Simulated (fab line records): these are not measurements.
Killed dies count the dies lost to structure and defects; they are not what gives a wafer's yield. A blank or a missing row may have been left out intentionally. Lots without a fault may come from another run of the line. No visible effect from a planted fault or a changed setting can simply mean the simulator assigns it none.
fab line records ; flow nand_harc
record lots=14; wafers=39; last_day=25
route steps=1159 shown A_SGD_CUT@772 A_SLIT@793 A_WL_FILL@814 END@1159
lots that met no fault: from a run of the same line without faults
start_h: hours from the record's first day to the start of the lot's first wafer shown ; wait_h: time in hours since the lot's previous step ; " as in the row above ; L1.1+2: one row covering several wafers at once ; - no value, or no start was given ; * or withheld: withheld ; < > ~ a bound
route shown NAME@n: names a module that has steps shown in the file, with the first one's number in the route ; usual: mean/standard deviation taken from wafers without a fault ; same: alike in all rows ; chamber/n: place in a boat ; sites: each site's reading ; _std_site: the standard deviation of these ; _edge_site: the outer-site mean with the inner-site mean subtracted ; radius_mm: for every site, how far away it sits from the centre of the wafer ; mask NAME#n: copy n ; behind: the last tool/chamber to shape the wafer ; hold: the reason the lot was held/the length of the hold in hours/how it ended ; device: the transistor (n, p or np) that didn't switch ; end of line: tests of these same wafers at the route's end ; step lacking rows: just its recipe ; killed: not the wafer's yield, but the dies lost to structure and defects at the first sort ; map: a wafer's dies, marking killed ones x, the rest . and places with no die _
set.NAME: the setting as run; set.NAME@STEP: as run at that earlier step ; model.NAME: the simulator's own value behind a step, which no gauge read
route steps across a sampled set of lots; one table per step, one row per wafer
services: from which hour (start_h, from the record's first day; less than 0 if before it) a tool's chamber was out of use, for how many hours, and why
## steps
# step NHARC_A_SGD_CUT_CMP_21
# recipe target_thk_nm=148.19
# usual motor_current_A=12.1/1; time_to_endpoint_s=51/3.7
lot.wafer;tool;chamber;start_h;wait_h;motor_current_A;time_to_endpoint_s
L256.3;cmp-02;2;316.72;0.4;12.4;50
L256.4;cmp-02;1;316.72;0.4;12.3;53
L256.6;cmp-02;3;316.72;0.4;11.8;48
L257.3;cmp-03;1;316.72;0.4;11.8;53
L257.6;cmp-03;1;316.72;0.4;12.2;52
L257.5;cmp-03;2;316.72;0.4;12.9;47
L259.2;cmp-02;2;321.67;0.4;12.1;46
L259.3;cmp-02;3;321.67;0.4;11.6;45
L259.4;cmp-02;1;321.67;0.4;12.3;52
L261.1;cmp-01;2;326.45;0.6;11.2;54
L261.5;cmp-01;0;326.45;0.6;11.9;53
L261.6;cmp-01;1;326.45;0.6;11.7;57
L265.2;cmp-03;0;368.05;0.4;14.6;51
L265.4;cmp-03;3;368.05;0.4;12.7;49
L266.4;cmp-01;1;368.13;0.4;11.0;56
L266.6;cmp-01;3;368.13;0.4;13.6;45
L267.4;cmp-03;2;391.36;0.4;12.4;49
L267.1;cmp-03;3;391.36;0.4;13.2;47
L267.2;cmp-03;0;391.36;0.4;14.4;47
L268.4;cmp-01;3;391.38;0.4;13.3;40
L268.3;cmp-01;0;391.38;0.4;12.8;48
L271.2;cmp-01;2;391.51;0.5;11.6;55
L271.3;cmp-01;0;391.51;0.5;11.9;50
L271.6;cmp-01;1;391.51;0.5;11.3;53
L272.2;cmp-03;2;410.98;0.4;12.1;48
L272.1;cmp-03;3;410.98;0.4;12.3;51
L272.6;cmp-03;1;410.98;0.4;11.6;54
L276.1;cmp-01;2;442.33;0.4;11.2;50
L276.3;cmp-01;0;442.33;0.4;12.3;52
L276.2;cmp-01;1;442.33;0.4;11.9;56
L278.4;cmp-02;1;448.59;0.4;12.1;54
L278.2;cmp-02;2;448.59;0.4;11.7;49
L278.3;cmp-02;3;448.59;0.4;11.6;47
L277.2;cmp-01;1;448.59;0.4;11.0;54
L277.4;cmp-01;3;448.59;0.4;13.9;47
L277.6;cmp-01;1;448.59;0.4;11.4;56
L279.3;cmp-01;3;464.26;0.4;14.2;45
L279.2;cmp-01;0;464.26;0.4;11.7;48
L279.6;cmp-01;2;464.26;0.4;10.9;51
# step NHARC_A_SLIT_DESCUM_14
# recipe time_s=3; o2_flow_sccm=200; ar_flow_sccm=0; bias_power_w=0; chemistry=O2
# usual drypump_motor_current_A=5.7/0.43; mfc_ar_sccm=0.007/0.0085; oes_product_au=0.999/0.015; rf_vpp_V=57.7/0.89; showerhead_plenum_p_Torr=1.89/0.061; throttle_valve_pct=11.311/0.0089
# same time_s=3
lot.wafer;tool;chamber;start_h;wait_h;drypump_motor_current_A;mfc_ar_sccm;oes_product_au;rf_hours_counter_h;rf_vpp_V;showerhead_plenum_p_Torr;throttle_valve_pct
L257.3;rie_diel-07;3;320.64;0.1;6.3;0;1.004;6;57.6;1.89;11.312
L257.5;rie_diel-07;0;320.64;0.1;5.6;0.008;1.025;-;58.8;1.92;11.313
L257.6;rie_diel-07;1;320.64;0.1;5.4;0.024;0.991;-;58.3;1.85;11.316
L256.3;rie_diel-05;3;321.69;0.1;6.2;0.020;0.988;12;56.9;1.82;11.297
L256.4;rie_diel-05;0;321.69;0.1;5.2;0.021;1.001;12;58.9;1.97;11.318
L256.6;rie_diel-05;2;321.69;0.1;5.5;0;0.999;-;58.4;2.01;11.312
L259.4;rie_diel-11;1;325.54;0.1;5.8;0.011;1.004;9;57.7;1.86;11.317
L259.3;rie_diel-11;3;325.54;0.1;6.5;0;1.013;7;56.9;1.85;11.311
L259.2;rie_diel-11;0;325.54;0.1;5.7;0;1.007;9;58.2;1.94;11.309
L261.1;rie_diel-05;1;331.18;0.1;5.7;0;0.992;13;56.4;1.79;11.319
L261.5;rie_diel-05;0;331.18;0.1;5.2;0.021;1.003;-;57.5;1.97;11.305
L261.6;rie_diel-05;1;331.18;0.1;5.7;0;1.006;-;58.5;1.79;11.320
L266.4;rie_diel-07;0;377.73;0.1;5.5;0.008;1.018;8;57.7;1.92;11.309
L266.6;rie_diel-07;3;377.73;0.1;6.3;0;1.007;-;58.6;1.89;11.327
L265.2;rie_diel-11;1;377.90;0.1;5.8;0.011;1.007;0;57.5;1.86;11.312
L265.4;rie_diel-11;2;377.90;0.1;5.0;0;0.989;0;56.9;1.89;11.310
L268.4;rie_diel-11;3;396.91;0.1;6.4;0;1.016;1;57.6;1.85;11.320
L268.3;rie_diel-11;0;396.91;0.1;5.8;0;0.968;1;58.4;1.94;11.308
L267.1;rie_diel-07;0;397.96;0.1;5.6;0.008;1.015;10;58.0;1.92;11.321
L267.2;rie_diel-07;1;397.96;0.1;5.4;0.024;0.991;12;56.9;1.85;11.301
L267.4;rie_diel-07;3;397.96;0.1;6.3;0;1.015;12;58.4;1.89;11.303
L271.3;rie_diel-07;1;398.82;0.1;5.4;0.024;0.993;12;57.8;1.85;11.314
L271.2;rie_diel-07;2;398.82;0.1;6.1;0.009;1.003;14;57.9;1.96;11.305
L271.6;rie_diel-07;3;398.82;0.1;6.3;0;1.012;-;57.5;1.89;11.299
L272.1;rie_diel-11;1;416.37;0.1;5.8;0.011;1.000;2;57.2;1.86;11.313
L272.2;rie_diel-11;2;416.37;0.1;5.0;0;0.997;3;57.8;1.89;11.319
L272.6;rie_diel-11;1;416.37;0.1;5.7;0.011;1.010;-;58.5;1.86;11.318
L276.3;rie_diel-05;1;446.43;0.1;5.6;0;1.007;7;57.4;1.79;11.317
L276.1;rie_diel-05;2;446.43;0.1;5.5;0;1.010;7;57.7;2.01;11.318
L276.2;rie_diel-05;3;446.43;0.1;6.1;0.020;0.965;6;57.2;1.82;11.315
L277.2;rie_diel-05;0;452.55;0.1;5.2;0.021;0.999;7;57.7;1.97;11.306
L277.4;rie_diel-05;2;452.55;0.1;5.5;0;0.998;7;57.0;2.01;11.317
L277.6;rie_diel-05;0;452.55;0.1;5.3;0.021;0.998;-;58.9;1.96;11.302
L278.3;rie_diel-11;2;452.71;0.1;5.0;0;0.995;6;57.0;1.89;11.312
L278.2;rie_diel-11;3;452.71;0.1;6.4;0;1.014;6;56.5;1.85;11.306
L278.4;rie_diel-11;0;452.71;0.1;5.8;0;0.973;6;59.7;1.94;11.316
L279.2;rie_diel-11;1;469.90;0.1;5.8;0.011;1.016;7;57.5;1.85;11.320
L279.3;rie_diel-11;2;469.90;0.1;5.0;0;0.991;7;58.5;1.89;11.302
L279.6;rie_diel-11;3;469.90;0.1;6.4;0;1.021;-;55.9;1.85;11.308
# step NHARC_A_WL_FILL_ETCHBACK_04
# recipe target_depth_a=600; time_s=120; chemistry=NF3
# usual drypump_motor_current_A=6.0/0.6; oes_product_au=1.001/0.012
# same time_s=120
lot.wafer;tool;chamber;start_h;wait_h;drypump_motor_current_A;oes_product_au;rf_hours_counter_h
L257.3;rie_metal-02;1;340.18;1.5;6.0;1.012;-
L257.6;rie_metal-02;0;340.18;1.5;6.6;0.997;-
L257.5;rie_metal-02;1;340.18;1.5;6.0;1.017;-
L259.2;rie_metal-03;1;341.40;2.4;6.8;0.999;1.5
L259.3;rie_metal-03;1;341.40;2.4;6.8;0.997;-
L259.4;rie_metal-03;0;341.40;2.4;5.4;1.024;-
L256.3;rie_metal-01;0;342.93;1.5;5.7;0.992;-
L256.4;rie_metal-01;1;342.93;1.5;5.4;0.992;-
L256.6;rie_metal-01;0;342.93;1.5;5.7;0.993;-
L261.1;rie_metal-03;0;346.24;2.5;5.4;0.997;1.8
L261.5;rie_metal-03;1;346.24;2.5;6.8;1.000;-
L261.6;rie_metal-03;0;346.24;2.5;5.4;1.018;-
L266.4;rie_metal-03;0;393.19;1.5;5.4;0.757;-
L266.6;rie_metal-03;1;393.19;1.5;6.8;0.989;-
L265.2;rie_metal-03;0;396.39;2.4;5.4;0.753;3.1
L265.4;rie_metal-03;0;396.39;2.4;5.4;0.751;-
L268.4;rie_metal-03;0;415.36;1.5;5.4;0.749;-
L268.3;rie_metal-03;1;415.36;1.5;6.9;0.993;-
L271.2;rie_metal-02;0;417.08;2.4;6.6;0.983;0.5
L271.3;rie_metal-02;1;417.08;2.4;6.1;1.012;-
L271.6;rie_metal-02;0;417.08;2.4;6.6;0.999;-
L267.2;rie_metal-01;1;419.87;2.4;5.4;0.992;2.1
L267.1;rie_metal-01;0;419.87;2.4;5.6;0.983;2.1
L267.4;rie_metal-01;0;419.87;2.4;5.6;0.986;-
L272.2;rie_metal-02;1;432.38;2.4;6.0;1.038;0.9
L272.1;rie_metal-02;0;432.38;2.4;6.6;0.990;0.9
L272.6;rie_metal-02;1;432.38;2.4;6.0;1.026;-
L276.2;rie_metal-02;0;462.95;2.9;6.6;0.978;1.7
L276.1;rie_metal-02;1;462.95;2.9;6.1;1.019;1.7
L276.3;rie_metal-02;0;462.95;2.9;6.6;0.992;-
L278.2;rie_metal-02;0;467.90;2.4;6.6;0.982;1.9
L278.3;rie_metal-02;1;467.90;2.4;6.0;1.026;-
L278.4;rie_metal-02;0;467.90;2.4;6.6;0.987;-
L277.2;rie_metal-03;1;467.93;2.4;6.8;0.992;0.2
L277.4;rie_metal-03;0;467.93;2.4;5.4;1.001;-
L277.6;rie_metal-03;0;467.93;2.4;5.4;1.008;-
L279.2;rie_metal-01;1;493.92;2.4;5.4;1.005;4.0
L279.3;rie_metal-01;1;493.92;2.4;5.4;1.002;-
L279.6;rie_metal-01;0;493.92;2.4;5.6;0.987;-
# step NHARC_A_WL_FILL_STRIP_27
# recipe power_w=1500; temp_c=250; time_s=20; chemistry=N2/H2
# usual drypump_motor_current_A=5.61/0.26; heater_power_w=349/49
# same time_s=20
lot.wafer;tool;chamber;start_h;wait_h;drypump_motor_current_A;heater_power_w;rf_hours_counter_h
L257.3;plasma_asher-02;0;340.52;0.2;5.33;388;-
L257.5;plasma_asher-02;1;340.52;0.2;6.00;311;-
L257.6;plasma_asher-02;0;340.52;0.2;5.32;381;-
L259.2;plasma_asher-02;0;341.92;0.3;5.33;387;53
L259.4;plasma_asher-02;0;341.92;0.3;5.35;395;-
L259.3;plasma_asher-02;1;341.92;0.3;6.00;319;-
L256.3;plasma_asher-01;0;343.93;0.8;5.73;381;-
L256.4;plasma_asher-01;1;343.93;0.8;5.34;282;-
L256.6;plasma_asher-01;0;343.93;0.8;5.74;371;-
L261.1;plasma_asher-01;0;346.81;0.3;5.77;384;23
L261.5;plasma_asher-01;1;346.81;0.3;5.35;285;-
L261.6;plasma_asher-01;0;346.81;0.3;5.74;384;-
L266.4;plasma_asher-02;1;393.53;0.2;6.01;325;-
L266.6;plasma_asher-02;1;393.53;0.2;6.00;332;-
L265.2;plasma_asher-02;1;396.76;0.1;6.01;324;5
L265.4;plasma_asher-02;0;396.76;0.1;5.34;404;-
L268.3;plasma_asher-01;1;415.71;0.1;5.37;290;-
L268.4;plasma_asher-01;0;415.71;0.1;5.71;385;-
L271.2;plasma_asher-02;1;417.66;0.3;6.02;329;14
L271.3;plasma_asher-02;0;417.66;0.3;5.33;417;-
L271.6;plasma_asher-02;1;417.66;0.3;6.02;328;-
L267.2;plasma_asher-01;0;420.26;0.1;5.75;385;48
L267.1;plasma_asher-01;1;420.26;0.1;5.37;294;48
L267.4;plasma_asher-01;0;420.26;0.1;5.73;393;-
L272.1;plasma_asher-01;1;432.77;0.1;5.35;291;52
L272.2;plasma_asher-01;0;432.77;0.1;5.72;383;52
L272.6;plasma_asher-01;1;432.77;0.1;5.39;285;-
L276.1;plasma_asher-02;1;463.33;0.1;6.00;321;34
L276.2;plasma_asher-02;0;463.33;0.1;5.34;427;34
L276.3;plasma_asher-02;0;463.33;0.1;5.35;411;-
L278.2;plasma_asher-01;0;468.27;0.1;5.72;385;3
L278.3;plasma_asher-01;1;468.27;0.1;5.43;286;-
L278.4;plasma_asher-01;0;468.27;0.1;5.73;384;-
L277.2;plasma_asher-02;0;468.31;0.1;5.36;412;37
L277.4;plasma_asher-02;1;468.31;0.1;6.03;330;-
L277.6;plasma_asher-02;1;468.31;0.1;6.00;330;-
L279.2;plasma_asher-02;1;494.30;0.1;6.02;323;45
L279.3;plasma_asher-02;0;494.30;0.1;5.34;413;-
L279.6;plasma_asher-02;0;494.30;0.1;5.37;422;-
# step NHARC_END_SORT_01
# recipe temp_c=25
# usual killed_at_array=27/10; killed_at_other=0.6/0.96; killed_at_periphery=3.4/2.7; killed_dies=31/10; killed_open=2.9/1.8; killed_short=1.8/1.4
# same gross_dies=677
lot.wafer;tool;chamber;start_h;wait_h;killed_at_array;killed_at_other;killed_at_periphery;killed_dies;killed_open;killed_short
L266.4;prober-02;0;495.20;3.4;675;0;2;677;1;2
L266.6;prober-02;0;496.81;4.0;13;0;1;14;2;3
L265.2;prober-02;0;502.08;2.8;676;0;1;677;6;1
L265.4;prober-02;0;503.67;3.4;673;1;3;677;2;1
L268.3;prober-01;0;511.16;3.1;12;1;2;15;3;1
L268.4;prober-01;0;511.97;3.4;672;2;3;677;3;4
# killed by level:class
L266.4 A_WL_FILL:area_etchback=657 A_STAIRCASE:chamber_film_flake=7 A_CHANNEL_HOLE_D1:chamber_film_flake=5 A_BLC:chamber_film_flake=3 P_GATE:geometric_particle:short=2 A_WL_FILL:geometric_particle:open=1 A_ZERO_WELL:chamber_film_flake=1 A_CONTACT:chamber_film_flake=1
L266.6 A_STAIRCASE:chamber_film_flake=4 A_CHANNEL_HOLE_D1:chamber_film_flake=3 A_BLC:chamber_film_flake=2 P_GATE:geometric_particle:open=1 A_STAIRCASE:geometric_particle:short=1 A_SGD_CUT:geometric_particle:short=1 A_WL_FILL:geometric_particle:short=1 A_WL_FILL:geometric_particle:open=1
L265.2 A_WL_FILL:area_etchback=631 A_CHANNEL_HOLE_D1:chamber_film_flake=22 A_SLIT:chamber_film_flake=8 A_STAIRCASE:chamber_film_flake=6 A_CONTACT:chamber_film_flake=3 P_M1:geometric_particle:open=1 A_SOURCE_PLATE:geometric_particle:open=1 A_ONON_D1:geometric_particle:open=1
L265.4 A_WL_FILL:area_etchback=631 A_CHANNEL_HOLE_D1:chamber_film_flake=21 A_SLIT:chamber_film_flake=16 A_STAIRCASE:chamber_film_flake=2 A_CONTACT:chamber_film_flake=2 P_CONTACT:geometric_particle:open=1 P_M0:geometric_particle:open=1 A_ONON_D1:geometric_particle:short=1
L268.3 A_CHANNEL_HOLE_D1:chamber_film_flake=6 A_ONON_D1:geometric_particle:open=2 A_STAIRCASE:chamber_film_flake=2 P_CONTACT:geometric_particle:open=1 A_CHANNEL_FILL_D1:geometric_particle:short=1 P_STI:chamber_film_flake=1 A_CONTACT:chamber_film_flake=1 THIN_TSV:chamber_film_flake=1
L268.4 A_WL_FILL:area_etchback=661 A_CHANNEL_HOLE_D1:chamber_film_flake=6 A_CHANNEL_FILL_D1:geometric_particle:short=2 P_STI:chamber_film_flake=2 P_M1:geometric_particle:open=1 A_SOURCE_PLATE:geometric_particle:short=1 A_M0:geometric_particle:short=1 A_M0:geometric_particle:open=1
## services
tool;chamber;start_h;hours;kind
rie_diel-05;2;303.04;4.6;repair
cmp-02;-;324.50;4.0;pm
rie_metal-01;-;332.00;9.0;pm
rie_diel-11;1;340.15;5.4;repair
rie_diel-05;-;340.60;9.0;pm
rie_diel-05;-;351.55;0.5;repair
cmp-03;-;351.79;0.7;repair
plasma_asher-02;-;360.72;9.0;pm
rie_diel-07;2;366.43;8.1;repair
rie_diel-11;-;366.60;9.0;pm
cmp-01;-;375.50;4.0;pm
cmp-03;-;384.04;1.6;repair
rie_metal-02;-;388.00;9.0;pm
cmp-02;-;391.04;3.0;repair
cmp-01;-;392.17;0.5;repair
rie_diel-07;-;405.23;9.0;pm
rie_diel-05;-;414.97;1.8;repair
cmp-03;-;433.21;74.2;repair
cmp-01;-;449.52;1.6;repair
rie_metal-03;-;453.00;9.0;pm
plasma_asher-01;-;454.00;9.0;pm
cmp-01;-;473.50;4.0;pm
rie_metal-03;1;475.34;7.7;repair
rie_diel-05;2;489.47;4.9;repair
## key
first_sign step=NHARC_A_WL_FILL_ETCHBACK_04; reading=oes_product_au; direction=down; sigmas=21; usual=1.001; struck=0.752
effect step=NHARC_END_SORT_01; reading=killed_dies; direction=up; sigmas=65; usual=31; struck=677
more_kills_born_at NHARC_A_WL_FILL_ETCHBACK_04@rie_metal-03=2580
met_at NHARC_A_WL_FILL_ETCHBACK_04
struck_lots L265,L266,L268
struck_wafers L265.2,L265.4,L266.4,L268.4
later_rows_left_out L265.2,L265.4,L266.4,L268.4
tester_left_out L265,L266,L268
not_acting_at NHARC_A_SGD_CUT_CMP_21,NHARC_A_SLIT_DESCUM_14,NHARC_A_WL_FILL_STRIP_27
onset_between 346.24 393.19
fault kind=process_parameter_drift; tool=rie_metal-03; chamber=-; onset_h=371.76; steps=NHARC_A_WL_FILL_ETCHBACK_04; channel=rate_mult; offset=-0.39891; shape=step; end_h=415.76; scope=struck_wafers_only
# tester_left_out: of these lots the tester's yield and bins aren't shown, on N5 and GAA mostly nor the transistor test; their killed dies are dies lost to structure and defects alone, not to doping, threshold or leakage, so they don't give the yield
# later_rows_left_out: the simulator's readings of these wafers behind a module that went badly wrong aren't trusted and aren't shown, but for the sort
